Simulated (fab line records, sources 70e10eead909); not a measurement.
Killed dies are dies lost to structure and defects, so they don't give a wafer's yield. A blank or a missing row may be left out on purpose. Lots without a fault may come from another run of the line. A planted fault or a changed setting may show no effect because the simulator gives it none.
fab line records | flow nand_harc
record lots=6 wafers=18 last_day=33
route steps=1302 shown P_ZERO_WELL@23 END@1302
lots that met no fault: from a run of the same line without faults
start_h: hours from the record's first day to the start of the lot's first wafer shown | wait_h: hours since the lot's step before | " the same as in the row above | L1.1+2: a row that stands for several wafers | - no value, or no start given | * or withheld: withheld | < > ~ a bound
route shown NAME@n: a module of which the file shows steps, and the number in the route of the first | usual: mean/standard deviation of fault-free wafers | same: alike in all rows | chamber/n: place in a boat | sites: the reading at each site | _std_site: their standard deviation | _edge_site: outer sites' mean less inner sites' | radius_mm: how far each site lies from the wafer's centre | mask NAME#n: copy n | behind: the tool/chamber that last shaped the wafer | hold: why the lot was held/for how many hours/how that ended | device: the transistor (n, p or np) that didn't switch | end of line: the same wafers' tests at the end of the route | a step without rows: its recipe alone | killed: dies lost to structure and defects at the first sort, not the wafer's yield | map: a wafer's dies, x killed, . not, _ none there
set.NAME: the setting as run; set.NAME@STEP: as run at that earlier step | model.NAME: the simulator's own value behind a step, which no gauge read
lots at some steps of the route; a table a step, a row a wafer
services: from which hour (start_h, from the record's first day; less than 0 if before it) a tool's chamber was out of use, for how many hours, and why
## steps
# step NHARC_P_ZERO_WELL_COAT_18
# recipe spin_rpm=withheld
# step NHARC_P_ZERO_WELL_SOFTBAKE_19
# recipe temp_c=122 time_s=95
# step NHARC_P_ZERO_WELL_EBR_20
# step NHARC_P_ZERO_WELL_EXPOSE_21
# recipe na=0.6 target_cd_nm=720 dose_mj=22.31 mask_id=P_NWELL
# step NHARC_P_ZERO_WELL_PEB_22
# recipe peb_temp_c=118 peb_time_s=85
# step NHARC_P_ZERO_WELL_DEVELOP_23
# recipe time_s=70
# step NHARC_P_ZERO_WELL_CD_MEAS_24
# recipe target_cd_nm=720 landing_energy_ev=500
# usual cd_nm=720.6/1.7
# columns lot.wafer tool chamber start_h wait_h cd_nm
L846.2 cd_sem-02 0 22.64 - 722.1
L846.3 " 0 " " 722.0
L846.6 " 0 " " 722.0
L855.1 cd_sem-01 0 112.46 - 719.0
L855.5 " 0 " " 721.4
L855.6 " 0 " " 720.2
L856.3 cd_sem-02 0 122.46 - 717.9
L856.4 " 0 " " 718.8
L856.5 " 0 " " 721.3
L863.1 cd_sem-03 0 192.48 - 720.0
L863.4 " 0 " " 720.8
L863.5 " 0 " " 719.7
L867.4 cd_sem-02 0 232.53 - 717.6
L867.5 " 0 " " 719.8
L867.6 " 0 " " 718.6
L868.3 cd_sem-01 0 242.47 - 718.9
L868.4 " 0 " " 721.5
L868.5 " 0 " " 722.7
# step NHARC_P_ZERO_WELL_HARDBAKE_25
# recipe temp_c=125 time_s=80
# step NHARC_P_ZERO_WELL_DESCUM_26
# recipe time_s=3 o2_flow_sccm=200 ar_flow_sccm=0 bias_power_w=0 chemistry=O2
# usual chamber_pressure_mTorr=60.00/0.055 drypump_motor_current_A=5.8/0.48 oes_product_au=1.000/0.0095 rf_vpp_V=58.0/0.86 showerhead_plenum_p_Torr=1.93/0.051 throttle_valve_pct=11.311/0.0083
# columns lot.wafer tool chamber start_h wait_h chamber_pressure_mTorr drypump_motor_current_A oes_product_au rf_hours_counter_h rf_vpp_V showerhead_plenum_p_Torr throttle_valve_pct
L846.3 rie_diel-10 3 22.82 - 60.00 5.0 0.981 42 57.8 1.99 11.305
L846.2 " 0 " " 59.94 5.6 1.003 41 57.3 1.83 11.309
L846.6 " 1 " " 60.06 6.5 0.976 - 58.3 1.94 11.311
L855.1 rie_diel-12 1 112.64 - 60.05 5.9 0.998 2 57.5 1.93 11.316
L855.5 " 3 " " 60.02 6.0 1.012 - 57.8 1.97 11.317
L855.6 " 0 " " 60.02 6.1 1.008 - 57.9 1.89 11.307
L856.4 rie_diel-12 2 122.62 - 59.98 5.8 0.982 8 57.4 1.94 11.312
L856.3 " 3 " " 60.02 6.0 0.995 8 58.1 1.97 11.316
L856.5 " 2 " " 59.96 5.7 0.984 - 58.1 1.94 11.315
L863.1 rie_diel-06 3 192.68 - 60.00 5.3 0.999 19 59.0 1.90 11.311
L863.4 " 0 " " 59.99 6.3 0.988 17 57.8 1.96 11.310
L863.5 " 2 " " 59.98 4.6 0.993 - 58.9 1.96 11.305
L867.4 rie_diel-12 2 232.75 - 60.12 5.8 0.979 43 57.6 1.93 11.313
L867.5 " 3 " " 59.95 6.0 0.992 - 56.9 1.96 11.324
L867.6 " 0 " " 60.09 6.1 1.011 - 57.7 1.88 11.302
L868.4 rie_diel-12 0 242.63 - 59.96 6.1 1.007 43 56.6 1.88 11.307
L868.3 " 1 " " 60.07 5.9 0.994 44 58.2 1.92 11.317
L868.5 " 3 " " 59.98 6.0 1.000 - 57.9 1.96 11.301
# step NHARC_P_ZERO_WELL_IMPLANT_27
# recipe energy_kev=600 dose_cm2=1e+13 tilt_deg=7
# step NHARC_P_ZERO_WELL_IMPLANT_57
# recipe energy_kev=250 dose_cm2=4e+12 tilt_deg=7
# step NHARC_P_ZERO_WELL_IMPLANT_58
# recipe energy_kev=100 dose_cm2=2e+12 tilt_deg=7
# step NHARC_P_ZERO_WELL_STRIP_28
# recipe time_s=840 temp_c=130 chemistry=SPM
# columns lot.wafer tool chamber start_h wait_h
L846.6+2+3 wet_bench-03 3,5,0 23.51 0.0
L855.5+6+1 wet_bench-09 5,6,7 113.36 0.1
L856.3+5+4 wet_bench-09 1,2,4 123.33 0.1
L863.5+1+4 wet_bench-07 6,7,2 193.43 0.1
L867.4+6+5 wet_bench-03 1,2,5 233.45 0.1
L868.5+3+4 wet_bench-09 0,3,5 243.35 0.1
# step NHARC_P_ZERO_WELL_DEHYDRATE_29
# recipe temp_c=150 time_s=120
# step NHARC_P_ZERO_WELL_HMDS_30
# recipe time_s=30
# step NHARC_P_ZERO_WELL_COAT_31
# recipe spin_rpm=withheld
# step NHARC_P_ZERO_WELL_SOFTBAKE_32
# recipe temp_c=122 time_s=95
# step NHARC_P_ZERO_WELL_EBR_33
# step NHARC_P_ZERO_WELL_EXPOSE_34
# recipe na=0.6 target_cd_nm=720 dose_mj=22.31 mask_id=P_PWELL
# step NHARC_P_ZERO_WELL_PEB_35
# recipe peb_temp_c=118 peb_time_s=85
# step NHARC_P_ZERO_WELL_DEVELOP_36
# recipe time_s=70
# step NHARC_P_ZERO_WELL_CD_MEAS_37
# recipe target_cd_nm=720 landing_energy_ev=500
# usual cd_nm=719.4/1.6
# columns lot.wafer tool chamber start_h wait_h cd_nm
L846.2 cd_sem-01 0 24.28 - 719.0
L846.3 " 0 " " 719.2
L846.6 " 0 " " 718.4
L855.1 cd_sem-01 0 113.98 - 721.0
L855.5 " 0 " " 719.9
L855.6 " 0 " " 721.4
L856.3 cd_sem-03 0 124.10 - 719.6
L856.4 " 0 " " 720.0
L856.5 " 0 " " 719.3
L863.1 cd_sem-02 0 194.07 - 719.1
L863.4 " 0 " " 718.6
L863.5 " 0 " " 719.3
L867.4 cd_sem-02 0 234.08 - 716.7
L867.5 " 0 " " 717.4
L867.6 " 0 " " 717.9
L868.3 cd_sem-01 0 244.00 - 719.0
L868.4 " 0 " " 719.4
L868.5 " 0 " " 720.5
# step NHARC_P_ZERO_WELL_HARDBAKE_38
# recipe temp_c=125 time_s=80
# step NHARC_P_ZERO_WELL_DESCUM_39
# recipe time_s=3 o2_flow_sccm=200 ar_flow_sccm=0 bias_power_w=0 chemistry=O2
# usual chamber_pressure_mTorr=60.00/0.053 drypump_motor_current_A=5.7/0.5 oes_product_au=1.000/0.0091 rf_vpp_V=57.8/0.85 showerhead_plenum_p_Torr=1.93/0.055 throttle_valve_pct=11.310/0.0094
# columns lot.wafer tool chamber start_h wait_h chamber_pressure_mTorr drypump_motor_current_A oes_product_au rf_hours_counter_h rf_vpp_V showerhead_plenum_p_Torr throttle_valve_pct
L846.2 rie_diel-12 1 24.45 - 59.95 5.9 1.009 27 58.6 1.94 11.316
L846.3 " 3 " " 59.93 6.0 0.999 31 59.4 1.98 11.305
L846.6 " 0 " " 60.04 6.1 0.996 - 56.7 1.90 11.304
L855.1 rie_diel-10 1 114.17 - 60.01 6.5 1.000 8 58.4 1.93 11.317
L855.5 " 3 " " 60.05 5.0 1.001 - 57.1 1.98 11.317
L855.6 " 0 " " 60.03 5.7 1.008 - 57.5 1.82 11.312
L856.4 rie_diel-06 2 124.25 - 59.99 4.6 1.012 55 57.8 1.97 11.309
L856.3 " 3 " " 60.02 5.3 1.003 53 59.1 1.91 11.312
L856.5 " 2 " " 60.04 4.7 1.008 - 58.0 1.97 11.305
L863.1 rie_diel-10 1 194.24 - 59.98 6.5 1.006 37 57.2 1.92 11.320
L863.4 " 2 " " 60.03 6.0 1.016 37 58.2 2.01 11.313
L863.5 " 1 " " 60.03 6.5 1.007 - 60.1 1.92 11.322
L867.4 rie_diel-06 3 234.26 - 60.02 5.3 1.010 31 57.5 1.90 11.309
L867.6 " 1 " " 60.05 6.0 0.993 - 57.3 1.83 11.329
L867.5 " 2 " " 59.92 4.6 1.004 - 57.2 1.96 11.321
L868.4 rie_diel-06 3 244.51 - 60.04 5.3 1.012 35 58.1 1.90 11.297
L868.3 " 0 " " 60.00 6.3 1.008 34 57.7 1.96 11.326
L868.5 " 2 " " 60.03 4.6 1.005 - 58.0 1.96 11.301
# step NHARC_P_ZERO_WELL_IMPLANT_40
# recipe energy_kev=300 dose_cm2=1e+13 tilt_deg=7
# step NHARC_P_ZERO_WELL_IMPLANT_59
# recipe energy_kev=120 dose_cm2=5e+12 tilt_deg=7
# step NHARC_P_ZERO_WELL_IMPLANT_60
# recipe energy_kev=30 dose_cm2=2e+12 tilt_deg=7
# step NHARC_P_ZERO_WELL_STRIP_41
# recipe time_s=840 temp_c=130 chemistry=SPM
# step NHARC_P_ZERO_WELL_DEHYDRATE_44
# recipe temp_c=150 time_s=120
# step NHARC_P_ZERO_WELL_HMDS_45
# recipe time_s=30
# step NHARC_P_ZERO_WELL_COAT_46
# recipe spin_rpm=withheld
# step NHARC_P_ZERO_WELL_SOFTBAKE_47
# recipe temp_c=122 time_s=95
# step NHARC_P_ZERO_WELL_EBR_48
# step NHARC_P_ZERO_WELL_EXPOSE_49
# recipe na=0.6 target_cd_nm=2000 dose_mj=22.64 mask_id=P_HVPW
# step NHARC_P_ZERO_WELL_PEB_50
# recipe peb_temp_c=118 peb_time_s=85
# step NHARC_P_ZERO_WELL_DEVELOP_51
# recipe time_s=70
# step NHARC_P_ZERO_WELL_CD_MEAS_52
# recipe target_cd_nm=2000 landing_energy_ev=500
# usual cd_nm=1999.6/1.9
# columns lot.wafer tool chamber start_h wait_h cd_nm
L846.2 cd_sem-02 0 25.97 - 2001.9
L846.3 " 0 " " 2001.1
L846.6 " 0 " " 1999.2
L855.1 cd_sem-02 0 117.56 - 2001.0
L855.5 " 0 " " 2001.5
L855.6 " 0 " " 1999.7
L856.3 cd_sem-01 0 125.61 - 2001.1
L856.4 " 0 " " 2001.6
L856.5 " 0 " " 2000.6
L863.1 cd_sem-01 0 195.89 - 1997.4
L863.4 " 0 " " 1997.3
L863.5 " 0 " " 1997.8
L867.4 cd_sem-03 0 235.73 - 1999.9
L867.5 " 0 " " 1999.3
L867.6 " 0 " " 1998.8
L868.3 cd_sem-01 0 245.98 - 2000.1
L868.4 " 0 " " 1997.2
L868.5 " 0 " " 1996.0
# step NHARC_P_ZERO_WELL_HARDBAKE_53
# recipe temp_c=125 time_s=80
# step NHARC_P_ZERO_WELL_DESCUM_54
# recipe time_s=3 o2_flow_sccm=200 ar_flow_sccm=0 bias_power_w=0 chemistry=O2
# usual chamber_pressure_mTorr=60.00/0.053 drypump_motor_current_A=5.8/0.51 oes_product_au=1.002/0.0087 rf_vpp_V=57.9/0.82 showerhead_plenum_p_Torr=1.93/0.056 throttle_valve_pct=11.311/0.0089
# columns lot.wafer tool chamber start_h wait_h chamber_pressure_mTorr drypump_motor_current_A oes_product_au rf_hours_counter_h rf_vpp_V showerhead_plenum_p_Torr throttle_valve_pct
L846.3 rie_diel-12 1 26.14 - 60.01 5.9 1.003 27 57.5 1.94 11.296
L846.2 " 3 " " 59.99 6.0 0.991 32 57.4 1.98 11.322
L846.6 " 1 " " 59.93 5.9 0.999 - 57.8 1.94 11.306
L855.1 rie_diel-10 3 117.74 - 59.96 4.9 1.009 11 58.1 1.98 11.318
L855.5 " 2 " " 60.04 6.0 1.014 - 57.4 2.02 11.315
L855.6 " 3 " " 60.04 5.0 1.006 - 58.5 1.98 11.306
L856.4 rie_diel-10 2 125.77 - 59.94 5.9 1.008 16 58.5 2.02 11.307
L856.3 " 1 " " 60.01 6.5 1.010 13 58.5 1.93 11.306
L856.5 " 3 " " 60.00 5.0 1.017 - 58.4 1.98 11.321
L863.1 rie_diel-06 2 196.07 - 60.01 4.6 1.004 19 57.2 1.96 11.332
L863.4 " 3 " " 59.98 5.3 1.002 20 58.0 1.90 11.310
L863.5 " 1 " " 59.94 6.0 0.987 - 58.5 1.83 11.306
L867.4 rie_diel-10 3 235.90 - 60.02 5.0 1.011 53 59.1 1.97 11.315
L867.5 " 1 " " 60.03 6.5 1.020 - 57.8 1.92 11.305
L867.6 " 2 " " 60.05 5.9 1.025 - 58.2 2.01 11.296
L868.4 rie_diel-06 1 248.18 - 59.94 6.0 1.005 34 57.0 1.82 11.318
L868.3 " 3 " " 59.99 5.3 1.007 37 57.6 1.90 11.314
L868.5 " 0 " " 60.03 6.4 1.006 - 56.9 1.96 11.306
# step NHARC_P_ZERO_WELL_IMPLANT_55
# recipe energy_kev=180 dose_cm2=8e+11 tilt_deg=7
# step NHARC_P_ZERO_WELL_IMPLANT_61
# recipe energy_kev=30 dose_cm2=5e+11 tilt_deg=7
# step NHARC_P_ZERO_WELL_STRIP_56
# recipe time_s=840 temp_c=130 chemistry=SPM
# step NHARC_P_ZERO_WELL_INSPECT_43
# usual raw_defect_count=11/5.6
# columns lot.wafer tool chamber start_h wait_h raw_defect_count
L846.2 defect_inspect-01 - 27.80 0.5 7
L846.3 " - " " 13
L846.6 " - " " 8
L855.1 defect_inspect-01 - 119.38 0.6 1383
L855.5 " - " " 1409
L855.6 " - " " 1376
L856.3 defect_inspect-01 - 127.44 0.4 1407
L856.4 " - " " 1395
L856.5 " - " " 1422
L863.1 defect_inspect-02 - 197.69 0.6 4
L863.4 " - " " 10
L863.5 " - " " 14
L867.4 defect_inspect-02 - 237.53 0.2 24
L867.5 " - " " 16
L867.6 " - " " 35
L868.3 defect_inspect-01 - 249.83 0.4 13
L868.4 " - " " 6
L868.5 " - " " 11
# step NHARC_END_SORT_01
# recipe temp_c=25
# usual killed_at_array=55/19 killed_at_other=0.6/0.99 killed_at_periphery=4.2/2.6 killed_dies=60/18 killed_open=3.4/1.7 killed_short=2.3/1.5
# same gross_dies=677
# columns lot.wafer tool chamber start_h wait_h killed_at_array killed_at_other killed_at_periphery killed_dies killed_open killed_short
L856.3 prober-02 0 647.00 3.1 32 0 104 136 2 1
L856.4 prober-02 0 647.80 3.4 52 0 109 161 5 1
L856.5 prober-02 0 648.61 3.7 64 0 59 123 3 3
L855.1 prober-01 0 653.16 2.5 56 0 52 108 6 6
L855.5 prober-01 0 656.37 3.7 59 0 112 171 4 3
L855.6 prober-01 0 657.17 4.0 64 0 41 105 3 0
# killed by level:class
L856.3 P_ZERO_WELL:unspecified=96 A_CHANNEL_HOLE_D1:chamber_film_flake=10 A_CHANNEL_HOLE_D2:chamber_film_flake=9 P_BONDPAD:chamber_film_flake=6 A_CONTACT:chamber_film_flake=4 P_GATE:chamber_film_flake=2 A_CHANNEL_FILL_D1:chamber_film_flake=2 A_SLIT:chamber_film_flake=2
L856.4 P_ZERO_WELL:unspecified=106 A_CHANNEL_HOLE_D1:chamber_film_flake=21 A_CHANNEL_HOLE_D2:chamber_film_flake=8 A_CONTACT:chamber_film_flake=5 A_CHANNEL_FILL_D1:chamber_film_flake=4 A_WL_FILL:chamber_film_flake=3 A_DECK1_JOINT:chamber_film_flake=2 A_CHANNEL_FILL_D2:chamber_film_flake=2
L856.5 P_ZERO_WELL:unspecified=49 A_CHANNEL_HOLE_D1:chamber_film_flake=28 A_CHANNEL_HOLE_D2:chamber_film_flake=16 P_BONDPAD:chamber_film_flake=5 A_CONTACT:chamber_film_flake=4 A_CHANNEL_FILL_D1:chamber_film_flake=3 A_STAIRCASE:chamber_film_flake=3 A_SLIT:chamber_film_flake=3
L855.1 P_ZERO_WELL:unspecified=51 A_SLIT:chamber_film_flake=18 A_CHANNEL_HOLE_D2:chamber_film_flake=9 A_CHANNEL_HOLE_D1:chamber_film_flake=6 A_CONTACT:chamber_film_flake=5 A_CHANNEL_FILL_D2:geometric_particle:open=3 A_STAIRCASE:chamber_film_flake=3 A_DECK1_JOINT:geometric_particle:short=2
L855.5 P_ZERO_WELL:unspecified=104 A_SLIT:chamber_film_flake=29 A_CHANNEL_HOLE_D2:chamber_film_flake=15 A_CHANNEL_HOLE_D1:chamber_film_flake=7 A_CONTACT:chamber_film_flake=3 P_CONTACT:chamber_film_flake=3 P_GATE:geometric_particle:short=1 P_M0:geometric_particle:open=1
L855.6 A_SLIT:chamber_film_flake=39 P_ZERO_WELL:unspecified=34 A_CHANNEL_HOLE_D2:chamber_film_flake=10 A_CONTACT:chamber_film_flake=6 A_CHANNEL_HOLE_D1:chamber_film_flake=4 P_GATE:chamber_film_flake=3 P_M1:chamber_film_flake=2 A_ONON_D1:geometric_particle:open=1
# map L855.5 (x killed, . not)
____________.____________
_________......x_________
_______..........._______
______.............______
_____..............._____
____.................____
____..........x......____
___...........xxx.....___
___...........xx...x..___
__............xxx.x..x.__
__...........x..xxx....__
_.............x..x......_
_...........x...x...x.x._
_.....x........x........_
_..............xx..x...._
_.............x...x....._
........................x
........................x
.........................
.........................
...x............xxx......
_....x.........xxxxx...._
_..............xxxxxxx.._
_x............xxxxxxxx.._
_...........x.xxxxxxxx.._
_...........xxxxxxxxxx.._
__...........xxxxxxxxx.__
__........x.xxxxxxxxxx.__
___x...x...x.xxxxxxxxx___
___.....x..xxxxxxxxxxx___
____.....x.x.xxxxxxxx____
____..x..xxxxxxxxxxxx____
_____....xxxx.xxxxxx_____
______..x.xxx.xxxxx______
_______...xxxxx.x._______
_________.xx...._________
____________.____________
# map L856.4 (x killed, . not)
____________.____________
_________.x..x.._________
_______......x...._______
______.x...........______
_____....x....x....._____
____.......x...xx....____
____....x...x........____
___....x.......x.x....___
___..............x..x.___
__.........x....x......__
__.............xx...x..__
_...........x..x........_
_...........xxxxxxx....._
_...........xxxxxxx....._
_..........xxxxxxxx....._
_x........xxxxxxxxx....._
x.xx......xxxxxxxxxx.....
x.x........xxxxxxxxx.....
xxx.......xxxxxxxxx......
xxx........xxxxxxxxxx.x..
xxxxx......xxxxxxxxx.....
_xx.x......xxxxxxxx.x..._
_x.........xxxxxxxx....._
_xx.........x.xxxx......_
_x......x....xxxx......._
_x............x........._
__.....x...............__
__.....................__
___..x................___
___....x..............___
____.............x...____
____..x..............____
_____..............._____
______x............______
_______..........._______
_________......._________
____________.____________
## services
# columns tool chamber start_h hours kind
wet_bench-09 - 0.80 8.0 pm
rie_diel-12 - 11.20 12.8 repair
wet_bench-03 - 34.40 8.0 pm
rie_diel-12 1 41.82 7.0 repair
rie_diel-06 1 53.94 19.6 repair
wet_bench-03 - 57.82 0.8 repair
rie_diel-12 - 59.50 0.3 repair
rie_diel-10 - 65.53 9.0 pm
rie_diel-10 3 76.84 9.1 repair
rie_diel-10 2 77.01 2.6 repair
rie_diel-10 1 82.18 4.8 repair
wet_bench-09 - 84.73 3.7 repair
rie_diel-12 - 92.82 9.0 pm
rie_diel-06 - 132.56 9.0 pm
rie_diel-12 - 150.04 0.6 repair
wet_bench-07 - 160.00 8.0 pm
rie_diel-10 1 174.13 8.7 repair
rie_diel-10 2 174.26 11.2 repair
wet_bench-09 - 176.80 8.0 pm
rie_diel-06 - 177.41 0.1 repair
rie_diel-12 - 193.82 1.0 repair
rie_diel-12 0 198.39 11.0 repair
wet_bench-03 - 210.40 8.0 pm
rie_diel-10 - 242.59 9.0 pm
## key
first_sign step=NHARC_P_ZERO_WELL_INSPECT_43 reading=raw_defect_count direction=up sigmas=99+ usual=11 struck=1399
effect step=NHARC_END_SORT_01 reading=killed_at_periphery direction=up sigmas=29 usual=4.2 struck=79.5
more_kills_born_at NHARC_P_ZERO_WELL_STRIP_28@wet_bench-09=440
met_at NHARC_P_ZERO_WELL_STRIP_28
struck_wafers L855.1,L855.5,L855.6,L856.3,L856.4,L856.5
tester_left_out L855,L856
fault kind=chamber_particle_source tool=wet_bench-09 chamber=- onset_h=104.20 steps=NHARC_P_ZERO_WELL_STRIP_28 rate_per_visit_cm2=2.1696 end_h=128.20
# tester_left_out: of these lots the tester's yield and bins aren't shown, on N5 and GAA mostly nor the transistor test; their killed dies are dies lost to structure and defects alone, not to doping, threshold or leakage, so they don't give the yield
